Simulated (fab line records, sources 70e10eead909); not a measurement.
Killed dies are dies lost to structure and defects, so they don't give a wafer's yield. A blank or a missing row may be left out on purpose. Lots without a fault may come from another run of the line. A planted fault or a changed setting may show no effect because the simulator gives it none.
Chamber matching | flow nand_harc | NHARC_A_BONDPAD_STRIP_15 on rie_diel-08: 4 sister chambers
The step strips in O2. 14 wafers are shown with their chamber, then 7 later ones without.

WAFERS WITH THEIR CHAMBER
wafer  | chamber | showerhead_plenum_p_Torr (Torr) | oes_product_au (a.u.) | rf_vpp_V (V)
L193.1 | 3       | 3.66                            | 1.015                 | 57.5
L193.4 | 2       | 3.41                            | 1.003                 | 57.1
L193.5 | 1       | 3.56                            | 0.998                 | 57.7
L195.1 | 2       | 3.41                            | 0.995                 | 55.7
L195.3 | 1       | 3.57                            | 0.991                 | 58.0
L195.4 | 0       | 3.79                            | 0.994                 | 57.3
L196.1 | 0       | 3.79                            | 0.988                 | 56.2
L196.5 | 1       | 3.57                            | 0.998                 | 57.5
L196.6 | 0       | 3.79                            | 0.992                 | 59.2
L201.1 | 0       | 3.78                            | 0.990                 | 58.8
L201.4 | 1       | 3.56                            | 0.997                 | 58.5
L201.6 | 2       | 3.41                            | 1.002                 | 57.8
L207.1 | 3       | 3.66                            | 0.998                 | 58.5
L207.3 | 1       | 3.56                            | 0.990                 | 59.1

SIGNATURES (means of the wafers above)
reading                  | chamber 0 | chamber 1 | chamber 2 | chamber 3 | scatter within a chamber
showerhead_plenum_p_Torr | 3.7875    | 3.5640    | 3.4100    | 3.6600    | 0.00442
oes_product_au           | 0.99100   | 0.99480   | 1.00000   | 1.00650   | 0.00515
rf_vpp_V                 | 57.875    | 58.160    | 56.867    | 58.000    | 1.01
Rule: a wafer's distance from a chamber is the root of the sum, over the readings, of the square of ((its reading less the chamber's mean) divided by the reading's scatter). The wafer belongs to the nearest chamber; if the next one is less than 2 further off, it can't be placed. The scatter: the root of (the sum of the squares of (reading less its chamber's mean) over the shown wafers, divided by (wafers less chambers)).

WAFERS WITHOUT THEIR CHAMBER
wafer  | showerhead_plenum_p_Torr (Torr) | oes_product_au (a.u.) | rf_vpp_V (V)
L207.5 | 3.41                            | 1.002                 | 56.2
L206.3 | 3.56                            | 0.992                 | 57.7
L206.4 | 3.78                            | 0.987                 | 57.8
L206.6 | 3.41                            | 0.996                 | 56.3
L210.4 | 3.78                            | 0.993                 | 58.8
L210.5 | 3.41                            | 0.993                 | 57.6
L210.6 | 3.56                            | 1.002                 | 58.7

WHICH CHAMBER EACH WENT THROUGH
wafer  | from the rows above | in truth
L207.5 | 2                   | 2
L206.3 | 1                   | 1
L206.4 | 0                   | 0
L206.6 | 2                   | 2
L210.4 | 0                   | 0
L210.5 | 2                   | 2
L210.6 | 1                   | 1
Placed correctly: 7 of 7. Can't be placed from these rows: 0. Placed wrongly: 0.
